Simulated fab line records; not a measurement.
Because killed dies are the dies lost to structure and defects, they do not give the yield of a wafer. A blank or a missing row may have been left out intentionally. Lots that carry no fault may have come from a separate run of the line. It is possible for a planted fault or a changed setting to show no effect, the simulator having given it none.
fab line records | flow nand_harc
record: lots: 24 wafers: 72 last_day: 33
route steps=1302 shown A_CHANNEL_HOLE_D2@596 A_CHANNEL_FILL_D2@613
lots that met no fault: from a run of the same line without faults
start_h: the number of hours between the record's first day and the start of the first shown wafer of the lot | wait_h: time in hours since the lot's previous step | " as in the row above | L1.1+2: a single row standing in for several wafers | - either no value or no given start | * or withheld: withheld | < > ~ a bound
route shown NAME@n: names a module that has steps shown in the file, with the first one's number in the route | usual: the fault-free wafers' mean and standard deviation | same: alike in all rows | chamber/n: place in a boat | sites: readings site by site | _std_site: the standard deviation of these | _edge_site: the outer-site mean with the inner-site mean subtracted | radius_mm: how far each site lies from the wafer's centre | mask NAME#n: copy n | behind: the most recent tool/chamber to have shaped the wafer | hold: cause of the lot's hold/its duration in hours/its outcome | device: names the non-switching transistor (n, p or np) | end of line: tests of these same wafers at the route's end | a step with no rows: only its recipe | killed: dies lost to structure and defects at the first sort, not the wafer's yield | map: dies across one wafer; x = killed, . = not, _ = none there
set.NAME: setting as actually run; set.NAME@STEP: the setting as run at that earlier step | model.NAME: the simulator's own value behind a step, which no gauge read
a sample of lots followed through the steps of the route, with each step as a table and each wafer as a row
services: from which hour (start_h, from the record's first day; less than 0 if before it) a tool's chamber was out of use, for how many hours, and why
== steps ==
step: NHARC_A_CHANNEL_HOLE_D2_ETCH_24
recipe: bias_v: 5000 source_w: withheld pressure_mtorr: 20 time_s: 906.2 ar_flow_sccm: 375 c4f8_flow_sccm: 93.8 o2_flow_sccm: 31.2 temp_c: -20 target_depth_a: 15000 chemistry: C4F8/O2/Ar
usual: chamber_pressure_mTorr: 19.999/0.019 drypump_motor_current_A: 5.7/0.56 showerhead_plenum_p_Torr: 3.68/0.17 throttle_valve_pct: 32.236/0.0095
columns lot.wafer tool chamber start_h wait_h chamber_pressure_mTorr drypump_motor_current_A rf_hours_counter_h showerhead_plenum_p_Torr throttle_valve_pct
L074.3 har_etch-02 0 288.49 0.6 19.995 6.4 - 3.63 32.237
L074.4 " 1 " " 20.018 6.0 - 3.50 32.242
L074.6 " 0 " " 20.000 6.3 - 3.63 32.238
L075.3 har_etch-01 1 308.07 0.6 19.997 5.2 - 3.69 32.251
L075.4 " 0 " " 19.990 5.1 - 3.52 32.230
L075.5 " 0 " " 19.979 5.1 - 3.52 32.240
L076.4 har_etch-02 0 308.24 0.6 20.015 6.4 - 3.62 32.230
L076.6 " 0 " " 20.019 6.3 - 3.62 32.239
L076.5 " 1 " " 20.018 6.0 - 3.50 32.232
L077.1 har_etch-02 0 324.29 0.6 20.004 6.4 377 3.62 32.225
L077.2 " 1 " " 19.975 6.0 377 3.49 32.236
L077.4 " 0 " " 20.010 6.4 - 3.62 32.242
L078.2 har_etch-02 0 338.45 1.2 19.998 6.4 - 3.61 32.228
L078.4 " 0 " " 20.002 6.4 - 3.61 32.235
L078.6 " 0 " " 20.017 6.4 - 3.61 32.232
L080.1 har_etch-01 0 350.21 0.6 19.996 5.1 184 3.51 32.232
L080.4 " 1 " " 19.971 5.2 - 3.68 32.247
L080.5 " 0 " " 20.009 5.1 - 3.51 32.245
L079.1 har_etch-01 1 354.36 0.6 20.022 5.2 188 3.68 32.234
L079.3 " 0 " " 20.016 5.1 - 3.51 32.236
L079.5 " 0 " " 20.006 5.1 - 3.51 32.244
L081.1 har_etch-02 1 363.96 0.6 19.969 6.0 389 3.49 32.244
L081.2 " 0 " " 19.977 6.4 404 3.61 32.243
L081.4 " 0 " " 20.010 6.4 - 3.61 32.240
L082.1 har_etch-01 1 382.38 0.6 19.970 5.1 207 3.67 32.232
L082.4 " 1 " " 20.025 5.1 - 3.67 32.238
L082.6 " 1 " " 19.969 5.2 - 3.67 32.235
L084.1 har_etch-01 1 395.06 0.6 19.995 5.1 215 3.66 32.242
L084.6 " 1 " " 20.025 5.1 - 3.66 32.246
L084.5 " 0 " " 19.987 5.2 - 3.49 32.238
L083.1 har_etch-02 1 396.26 0.6 19.986 6.1 2 3.93 32.238
L083.4 " 1 " " 20.019 6.1 - 3.93 32.247
L083.6 " 1 " " 19.970 6.0 - 3.93 32.232
L085.1 har_etch-02 1 409.01 0.6 19.991 6.0 14 3.92 32.266
L085.3 " 0 " " 19.982 6.4 - 3.92 32.242
L085.5 " 1 " " 19.979 6.0 - 3.92 32.222
L086.3 har_etch-01 0 410.82 0.6 20.024 5.2 - 3.49 32.238
L086.4 " 1 " " 20.007 5.1 - 3.66 32.240
L086.6 " 1 " " 19.967 5.1 - 3.66 32.243
L087.2 har_etch-02 0 428.77 0.6 19.988 6.4 25 3.91 32.230
L087.4 " 1 " " 19.981 6.0 - 3.91 32.225
L087.6 " 0 " " 20.009 6.4 - 3.91 32.220
L089.2 har_etch-01 0 434.80 0.6 20.045 5.2 238 3.48 32.252
L089.3 " 1 " " 19.976 5.1 - 3.65 32.216
L089.5 " 0 " " 20.016 5.2 - 3.48 32.237
L088.2 har_etch-02 0 434.95 0.6 20.022 6.4 29 3.91 32.239
L088.6 " 1 " " 19.928 6.0 - 3.91 32.246
L088.5 " 0 " " 19.989 6.4 - 3.91 32.233
L091.2 har_etch-02 0 458.60 0.6 19.980 6.4 40 3.91 32.237
L091.3 " 1 " " 19.984 6.0 - 3.90 32.217
L091.5 " 0 " " 20.005 6.4 - 3.90 32.244
L090.2 har_etch-01 0 461.53 0.6 19.999 5.1 253 3.47 32.224
L090.1 " 1 " " 19.995 5.2 253 3.64 32.223
L090.6 " 1 " " 20.000 5.1 - 3.64 32.229
L092.4 har_etch-01 0 476.41 0.6 20.040 5.1 - 3.47 32.236
L092.6 " 0 " " 19.994 5.1 - 3.47 32.241
L092.5 " 1 " " 19.998 5.1 - 3.64 32.246
L093.4 har_etch-01 0 481.67 0.6 20.011 5.1 - 3.47 32.234
L093.5 " 0 " " 20.021 5.1 - 3.47 32.241
L093.6 " 1 " " 19.977 5.2 - 3.63 32.253
L094.1 har_etch-02 0 484.97 0.6 19.999 6.4 60 3.89 32.220
L094.4 " 0 " " 20.013 6.4 - 3.89 32.225
L094.3 " 1 " " 20.004 6.0 - 3.89 32.244
L096.2 har_etch-01 0 504.73 0.6 20.008 5.2 279 3.46 32.239
L096.6 " 0 " " 19.984 5.1 - 3.46 32.236
L096.5 " 1 " " 19.994 5.1 - 3.63 32.237
L095.1 har_etch-02 0 506.51 0.6 20.002 6.4 71 3.89 32.231
L095.2 " 1 " " 20.022 6.0 71 3.89 32.227
L095.6 " 1 " " 19.975 6.0 - 3.89 32.231
L097.2 har_etch-02 0 530.04 0.6 19.963 6.4 83 3.88 32.238
L097.1 " 1 " " 19.981 6.0 83 3.88 32.250
L097.5 " 0 " " 20.013 6.4 - 3.88 32.240
step: NHARC_A_CHANNEL_HOLE_D2_ETCH_26
recipe: bias_v: 300 source_w: 2000 pressure_mtorr: 30 time_s: 224.1 ar_flow_sccm: 375 c4f8_flow_sccm: 11.4 o2_flow_sccm: 113.6 temp_c: -20 target_depth_a: 3000 chemistry: C4F8/O2/Ar
usual: chamber_pressure_mTorr: 30.00/0.03 drypump_motor_current_A: 5.7/0.56 showerhead_plenum_p_Torr: 3.73/0.18 throttle_valve_pct: 24.583/0.0095
columns lot.wafer tool chamber start_h wait_h chamber_pressure_mTorr drypump_motor_current_A rf_hours_counter_h showerhead_plenum_p_Torr throttle_valve_pct
L074.3 har_etch-02 0 289.93 0.5 30.01 6.4 - 3.68 24.581
L074.4 " 1 " " 29.99 6.0 - 3.54 24.600
L074.6 " 0 " " 30.02 6.4 - 3.68 24.590
L075.3 har_etch-01 1 309.52 0.5 29.97 5.2 - 3.74 24.597
L075.4 " 0 " " 29.99 5.2 - 3.56 24.583
L075.5 " 0 " " 29.97 5.1 - 3.56 24.582
L076.4 har_etch-02 0 311.92 0.5 29.99 6.4 - 3.67 24.576
L076.6 " 0 " " 30.00 6.4 - 3.67 24.579
L076.5 " 1 " " 30.04 6.0 - 3.54 24.584
L077.1 har_etch-02 0 325.93 0.7 29.99 6.4 379 3.67 24.566
L077.2 " 1 " " 29.97 6.0 379 3.53 24.587
L077.4 " 0 " " 30.01 6.4 - 3.67 24.589
L078.2 har_etch-02 0 341.55 1.2 30.02 6.4 - 3.66 24.569
L078.4 " 0 " " 30.03 6.4 - 3.66 24.576
L078.6 " 0 " " 29.97 6.4 - 3.66 24.596
L080.1 har_etch-01 0 351.76 0.6 30.01 5.1 186 3.55 24.584
L080.4 " 1 " " 29.95 5.1 - 3.73 24.578
L080.5 " 0 " " 30.01 5.1 - 3.55 24.577
L079.1 har_etch-01 1 355.90 0.6 30.06 5.2 190 3.73 24.580
L079.3 " 0 " " 30.02 5.1 - 3.55 24.586
L079.5 " 0 " " 30.00 5.1 - 3.55 24.584
L081.1 har_etch-02 1 365.61 0.7 30.00 6.0 390 3.53 24.596
L081.2 " 0 " " 30.03 6.4 406 3.65 24.581
L081.4 " 0 " " 30.00 6.4 - 3.65 24.585
L082.1 har_etch-01 1 384.02 0.7 29.99 5.1 209 3.71 24.592
L082.4 " 1 " " 29.96 5.1 - 3.72 24.591
L082.6 " 1 " " 29.97 5.1 - 3.72 24.581
L084.1 har_etch-01 1 396.71 0.7 30.00 5.2 216 3.71 24.572
L084.6 " 1 " " 29.98 5.1 - 3.71 24.564
L084.5 " 0 " " 30.04 5.1 - 3.53 24.568
L083.1 har_etch-02 1 397.83 0.6 30.00 6.1 4 3.99 24.575
L083.4 " 1 " " 29.99 6.0 - 3.99 24.574
L083.6 " 1 " " 30.00 6.0 - 3.99 24.577
L085.1 har_etch-02 1 410.67 0.7 30.01 6.1 15 3.98 24.570
L085.3 " 0 " " 29.96 6.4 - 3.98 24.579
L085.5 " 1 " " 29.98 6.0 - 3.98 24.578
L086.3 har_etch-01 0 412.28 0.5 29.96 5.1 - 3.52 24.587
L086.4 " 1 " " 29.98 5.1 - 3.70 24.583
L086.6 " 1 " " 30.00 5.1 - 3.70 24.575
L087.2 har_etch-02 0 430.43 0.7 30.02 6.4 27 3.98 24.587
L087.4 " 1 " " 30.00 6.1 - 3.98 24.593
L087.6 " 0 " " 30.02 6.4 - 3.98 24.586
L089.2 har_etch-01 0 436.35 0.6 30.00 5.1 239 3.52 24.574
L089.3 " 1 " " 30.01 5.1 - 3.70 24.584
L089.5 " 0 " " 29.98 5.2 - 3.52 24.577
L088.2 har_etch-02 0 436.51 0.6 29.99 6.3 30 3.97 24.605
L088.6 " 1 " " 30.00 6.0 - 3.97 24.575
L088.5 " 0 " " 29.94 6.4 - 3.97 24.570
L091.2 har_etch-02 0 460.15 0.6 29.98 6.4 42 3.97 24.576
L091.3 " 1 " " 30.04 6.0 - 3.97 24.580
L091.5 " 0 " " 29.97 6.4 - 3.97 24.574
L090.2 har_etch-01 0 463.18 0.7 29.96 5.1 254 3.51 24.577
L090.1 " 1 " " 30.00 5.1 254 3.69 24.601
L090.6 " 1 " " 30.03 5.2 - 3.69 24.586
L092.4 har_etch-01 0 477.87 0.5 29.98 5.1 - 3.50 24.576
L092.6 " 0 " " 30.09 5.1 - 3.50 24.590
L092.5 " 1 " " 30.03 5.2 - 3.68 24.597
L093.4 har_etch-01 0 483.13 0.5 30.00 5.1 - 3.50 24.596
L093.5 " 0 " " 29.97 5.1 - 3.50 24.581
L093.6 " 1 " " 30.03 5.1 - 3.68 24.589
L094.1 har_etch-02 0 486.64 0.7 29.96 6.4 61 3.95 24.583
L094.4 " 0 " " 29.99 6.4 - 3.96 24.593
L094.3 " 1 " " 30.03 6.0 - 3.96 24.582
L096.2 har_etch-01 0 506.37 0.7 29.93 5.1 281 3.50 24.584
L096.6 " 0 " " 30.00 5.1 - 3.50 24.571
L096.5 " 1 " " 30.05 5.2 - 3.67 24.597
L095.1 har_etch-02 0 508.15 0.7 29.96 6.4 72 3.95 24.592
L095.2 " 1 " " 29.94 6.0 72 3.95 24.590
L095.6 " 1 " " 29.92 6.1 - 3.95 24.563
L097.2 har_etch-02 0 531.68 0.7 29.99 6.4 84 3.94 24.582
L097.1 " 1 " " 30.03 6.0 84 3.94 24.585
L097.5 " 0 " " 29.96 6.4 - 3.94 24.593
step: NHARC_A_CHANNEL_FILL_D2_ALD_03
recipe: target_thk_a: 60 pulse_time_s: 60 ald_cycles: 58 temp_c: 630 pressure_torr: 2 material: SiNx
usual: precursor_pulse_height_rel: 0.999/0.02
columns lot.wafer tool chamber start_h wait_h precursor_pulse_height_rel
L074.3 ald_sin_batch-02 0 - - 0.988
L074.4 " 0 " " 0.974
L074.6 " 0 " " 0.973
L075.3 ald_sin_batch-03 0 - - 0.966
L075.4 " 0 " " 1.016
L075.5 " 0 " " 0.976
L076.4 ald_sin_batch-03 0 - - 1.022
L076.5 " 0 " " 1.014
L076.6 " 0 " " 1.002
L077.1 ald_sin_batch-03 0 - - 1.009
L077.2 " 0 " " 0.958
L077.4 " 0 " " 1.023
L078.2 ald_sin_batch-01 0 - - 1.003
L078.4 " 0 " " 1.002
L078.6 " 0 " " 0.983
L080.1 ald_sin_batch-03 0 - - 0.984
L080.4 " 0 " " 1.013
L080.5 " 0 " " 1.018
L079.1 ald_sin_batch-01 0 - - 0.998
L079.3 " 0 " " 0.992
L079.5 " 0 " " 1.004
L081.1 ald_sin_batch-01 0 - - 1.001
L081.2 " 0 " " 1.024
L081.4 " 0 " " 1.005
L082.1 ald_sin_batch-02 0 - - 0.964
L082.4 " 0 " " 0.969
L082.6 " 0 " " 0.984
L083.1 ald_sin_batch-01 0 - - 1.005
L083.4 " 0 " " 0.972
L083.6 " 0 " " 0.975
L084.1 ald_sin_batch-01 0 - - 1.006
L084.5 " 0 " " 1.011
L084.6 " 0 " " 0.982
L085.1 ald_sin_batch-02 0 - - 0.980
L085.3 " 0 " " 1.038
L085.5 " 0 " " 1.013
L086.3 ald_sin_batch-02 0 - - 0.991
L086.4 " 0 " " 1.011
L086.6 " 0 " " 1.017
L087.2 ald_sin_batch-03 0 - - 1.019
L087.4 " 0 " " 1.012
L087.6 " 0 " " 0.994
L088.2 ald_sin_batch-01 0 - - 0.999
L088.5 " 0 " " 0.999
L088.6 " 0 " " 1.006
L089.2 ald_sin_batch-01 0 - - 0.993
L089.3 " 0 " " 1.003
L089.5 " 0 " " 0.975
L091.2 ald_sin_batch-03 0 - - 1.007
L091.3 " 0 " " 0.979
L091.5 " 0 " " 0.978
L090.1 ald_sin_batch-01 0 - - 1.016
L090.2 " 0 " " 1.020
L090.6 " 0 " " 1.024
L092.4 ald_sin_batch-02 0 - - 0.995
L092.5 " 0 " " 1.030
L092.6 " 0 " " 1.010
L093.4 ald_sin_batch-01 0 - - 0.983
L093.5 " 0 " " 0.983
L093.6 " 0 " " 1.023
L094.1 ald_sin_batch-01 0 - - 0.994
L094.3 " 0 " " 0.964
L094.4 " 0 " " 0.970
L095.1 ald_sin_batch-03 0 - - 0.981
L095.2 " 0 " " 1.006
L095.6 " 0 " " 1.027
L096.2 ald_sin_batch-03 0 - - 1.018
L096.5 " 0 " " 0.991
L096.6 " 0 " " 0.997
L097.1 ald_sin_batch-01 0 - - 0.981
L097.2 " 0 " " 0.990
L097.5 " 0 " " 1.019
step: NHARC_A_CHANNEL_FILL_D2_ALD_15
recipe: target_thk_a: 20 pulse_time_s: 60 ald_cycles: 19 temp_c: 630 pressure_torr: 2 material: SiNx
usual: precursor_pulse_height_rel: 1.001/0.02
columns lot.wafer tool chamber start_h wait_h precursor_pulse_height_rel
L074.3 ald_sin_batch-01 0 - - 1.026
L074.4 " 0 " " 1.019
L074.6 " 0 " " 1.016
L075.3 ald_sin_batch-01 0 - - 0.992
L075.4 " 0 " " 0.997
L075.5 " 0 " " 1.011
L076.4 ald_sin_batch-01 0 - - 0.989
L076.5 " 0 " " 0.981
L076.6 " 0 " " 1.018
L077.1 ald_sin_batch-01 0 - - 0.994
L077.2 " 0 " " 1.028
L077.4 " 0 " " 0.976
L078.2 ald_sin_batch-02 0 354.29 3.2 0.971
L078.4 " 0 " " 1.016
L078.6 " 0 " " 0.966
L080.1 ald_sin_batch-01 0 - - 1.013
L080.4 " 0 " " 0.987
L080.5 " 0 " " 1.045
L079.1 ald_sin_batch-02 0 - - 0.997
L079.3 " 0 " " 0.994
L079.5 " 0 " " 0.997
L081.1 ald_sin_batch-03 0 - - 1.008
L081.2 " 0 " " 1.029
L081.4 " 0 " " 0.980
L082.1 ald_sin_batch-03 0 - - 1.004
L082.4 " 0 " " 1.005
L082.6 " 0 " " 0.996
L083.1 ald_sin_batch-02 0 - - 1.014
L083.4 " 0 " " 0.999
L083.6 " 0 " " 0.958
L084.1 ald_sin_batch-02 0 - - 0.997
L084.5 " 0 " " 0.995
L084.6 " 0 " " 1.021
L085.1 ald_sin_batch-02 0 - - 0.985
L085.3 " 0 " " 0.982
L085.5 " 0 " " 1.005
L086.3 ald_sin_batch-02 0 - - 1.021
L086.4 " 0 " " 1.017
L086.6 " 0 " " 1.051
L087.2 ald_sin_batch-02 0 - - 0.996
L087.4 " 0 " " 0.997
L087.6 " 0 " " 0.994
L088.2 ald_sin_batch-02 0 - - 0.969
L088.5 " 0 " " 1.040
L088.6 " 0 " " 1.000
L089.2 ald_sin_batch-02 0 - - 1.010
L089.3 " 0 " " 0.989
L089.5 " 0 " " 1.033
L091.2 ald_sin_batch-01 0 472.60 3.1 1.005
L091.3 " 0 " " 1.032
L091.5 " 0 " " 0.980
L090.1 ald_sin_batch-02 0 475.71 3.0 1.018
L090.2 " 0 " " 1.027
L090.6 " 0 " " 0.992
L092.4 ald_sin_batch-03 0 - - 0.987
L092.5 " 0 " " 0.942
L092.6 " 0 " " 0.982
L093.4 ald_sin_batch-03 0 - - 0.982
L093.5 " 0 " " 0.977
L093.6 " 0 " " 1.011
L094.1 ald_sin_batch-03 0 - - 1.059
L094.3 " 0 " " 0.982
L094.4 " 0 " " 1.034
L095.1 ald_sin_batch-03 0 - - 0.993
L095.2 " 0 " " 0.999
L095.6 " 0 " " 0.991
L096.2 ald_sin_batch-03 0 518.64 2.8 1.009
L096.5 " 0 " " 1.030
L096.6 " 0 " " 0.943
L097.1 ald_sin_batch-01 0 - - 0.983
L097.2 " 0 " " 0.992
L097.5 " 0 " " 1.025
step: NHARC_A_CHANNEL_FILL_D2_THK_MEAS_06
recipe: thk_meas_gauge: ellipsometry
usual: thk_nm: 5.1/1
columns lot.wafer tool chamber start_h wait_h thk_nm
L074.3 film_metro-02 - 332.41 0.4 7.5
L074.4 " - " " 6.0
L074.6 " - " " 5.5
L075.3 film_metro-01 - 347.47 0.4 4.5
L075.4 " - " " 7.8
L075.5 " - " " 4.7
L076.4 film_metro-02 - 347.47 0.4 3.8
L076.5 " - " " 5.7
L076.6 " - " " 4.8
L077.1 film_metro-02 - 364.57 0.4 5.0
L077.2 " - " " 5.0
L077.4 " - " " 3.6
L078.2 film_metro-01 - 379.74 0.4 4.8
L078.4 " - " " 6.5
L078.6 " - " " 4.9
L080.1 film_metro-02 - 392.11 0.4 4.1
L080.4 " - " " 6.1
L080.5 " - " " 4.9
L079.1 film_metro-01 - 392.13 0.4 5.6
L079.3 " - " " 3.6
L079.5 " - " " 3.6
L081.1 film_metro-02 - 405.28 0.4 5.8
L081.2 " - " " 6.1
L081.4 " - " " 5.8
L082.1 film_metro-01 - 424.57 0.4 5.3
L082.4 " - " " 6.5
L082.6 " - " " 5.7
L083.1 film_metro-01 - 435.68 0.4 4.6
L083.4 " - " " 5.8
L083.6 " - " " 5.0
L084.1 film_metro-02 - 435.68 0.4 6.1
L084.5 " - " " 5.8
L084.6 " - " " 7.0
L085.1 film_metro-01 - 448.59 0.4 5.8
L085.3 " - " " 4.0
L085.5 " - " " 4.8
L086.3 film_metro-02 - 448.60 0.4 4.6
L086.4 " - " " 4.0
L086.6 " - " " 6.1
L087.2 film_metro-02 - 468.58 0.4 5.1
L087.4 " - " " 6.6
L087.6 " - " " 5.8
L088.2 film_metro-01 - 474.88 0.4 4.9
L088.5 " - " " 4.7
L088.6 " - " " 6.3
L089.2 film_metro-02 - 474.88 0.4 3.8
L089.3 " - " " 4.1
L089.5 " - " " 5.2
L091.2 film_metro-01 - 500.56 0.4 6.1
L091.3 " - " " 5.8
L091.5 " - " " 3.1
L090.1 film_metro-02 - 506.14 0.4 4.1
L090.2 " - " " 3.7
L090.6 " - " " 4.4
L094.1 film_metro-02 - 520.86 0.4 5.2
L094.3 " - " " 3.8
L094.4 " - " " 5.7
L093.4 film_metro-01 - 520.86 0.4 4.8
L093.5 " - " " 5.0
L093.6 " - " " 4.6
L092.4 film_metro-01 - 520.86 0.4 3.6
L092.5 " - " " 4.5
L092.6 " - " " 5.5
L095.1 film_metro-02 - 544.77 0.4 3.9
L095.2 " - " " 4.0
L095.6 " - " " 5.4
L096.2 film_metro-01 - 544.77 0.4 4.9
L096.5 " - " " 5.9
L096.6 " - " " 5.0
L097.1 film_metro-01 - 568.91 0.4 5.1
L097.2 " - " " 4.2
L097.5 " - " " 4.2
step: NHARC_A_CHANNEL_FILL_D2_INSPECT_13
usual: raw_defect_count: 415/130
columns lot.wafer tool chamber start_h wait_h raw_defect_count
L074.3 defect_inspect-01 - 344.30 0.1 315
L074.4 " - " " 403
L074.6 " - " " 421
L076.4 defect_inspect-02 - 360.50 0.1 467
L076.5 " - " " 476
L076.6 " - " " 287
L075.3 defect_inspect-01 - 360.56 0.1 341
L075.4 " - " " 526
L075.5 " - " " 508
L077.1 defect_inspect-02 - 376.73 0.2 317
L077.2 " - " " 489
L077.4 " - " " 698
L078.2 defect_inspect-02 - 391.83 0.1 296
L078.4 " - " " 278
L078.6 " - " " 294
L079.1 defect_inspect-01 - 404.11 0.2 565
L079.3 " - " " 524
L079.5 " - " " 378
L080.1 defect_inspect-02 - 404.24 0.2 447
L080.4 " - " " 356
L080.5 " - " " 362
L081.1 defect_inspect-01 - 417.37 0.2 611
L081.2 " - " " 733
L081.4 " - " " 416
L082.1 defect_inspect-02 - 436.65 0.2 308
L082.4 " - " " 544
L082.6 " - " " 326
L084.1 defect_inspect-01 - 447.82 0.2 258
L084.5 " - " " 300
L084.6 " - " " 260
L083.1 defect_inspect-02 - 447.91 0.2 381
L083.4 " - " " 377
L083.6 " - " " 527
L085.1 defect_inspect-02 - 460.46 0.2 535
L085.3 " - " " 455
L085.5 " - " " 381
L086.3 defect_inspect-01 - 460.49 0.1 470
L086.4 " - " " 272
L086.6 " - " " 358
L087.2 defect_inspect-02 - 480.60 0.1 292
L087.4 " - " " 463
L087.6 " - " " 226
L089.2 defect_inspect-01 - 486.80 0.1 698
L089.3 " - " " 350
L089.5 " - " " 318
L088.2 defect_inspect-01 - 490.54 0.1 255
L088.5 " - " " 461
L088.6 " - " " 367
L091.2 defect_inspect-01 - 512.52 0.1 737
L091.3 " - " " 689
L091.5 " - " " 904
L090.1 defect_inspect-01 - 518.27 0.3 429
L090.2 " - " " 373
L090.6 " - " " 403
L093.4 defect_inspect-02 - 533.56 0.1 318
L093.5 " - " " 349
L093.6 " - " " 327
L092.4 defect_inspect-01 - 533.88 0.1 351
L092.5 " - " " 285
L092.6 " - " " 261
L094.1 defect_inspect-02 - 536.51 0.3 529
L094.3 " - " " 513
L094.4 " - " " 461
L096.2 defect_inspect-01 - 556.71 0.1 298
L096.5 " - " " 336
L096.6 " - " " 395
L095.1 defect_inspect-01 - 556.88 0.3 342
L095.2 " - " " 397
L095.6 " - " " 622
L097.1 defect_inspect-01 - 580.83 0.2 926
L097.2 " - " " 444
L097.5 " - " " 600
== services ==
columns tool chamber start_h hours kind
ald_sin_batch-02 - 266.00 26.0 pm
ald_sin_batch-02 - 300.59 4.8 repair
har_etch-02 1 330.49 - consumable_replace:focus_ring
har_etch-02 1 330.49 17.0 scheduled_down
har_etch-02 1 330.49 17.0 vent_cycle
ald_sin_batch-03 - 341.44 13.6 repair
har_etch-02 - 377.00 17.0 pm
har_etch-02 0 377.00 17.0 vent_cycle
har_etch-02 1 377.00 17.0 vent_cycle
har_etch-02 0 394.00 - clean
har_etch-02 0 394.00 - consumable_replace:focus_ring
har_etch-02 0 394.00 - consumable_replace:showerhead
har_etch-02 1 394.00 - clean
har_etch-02 1 394.00 - consumable_replace:showerhead
ald_sin_batch-01 - 506.00 26.0 pm
== key ==
fault none
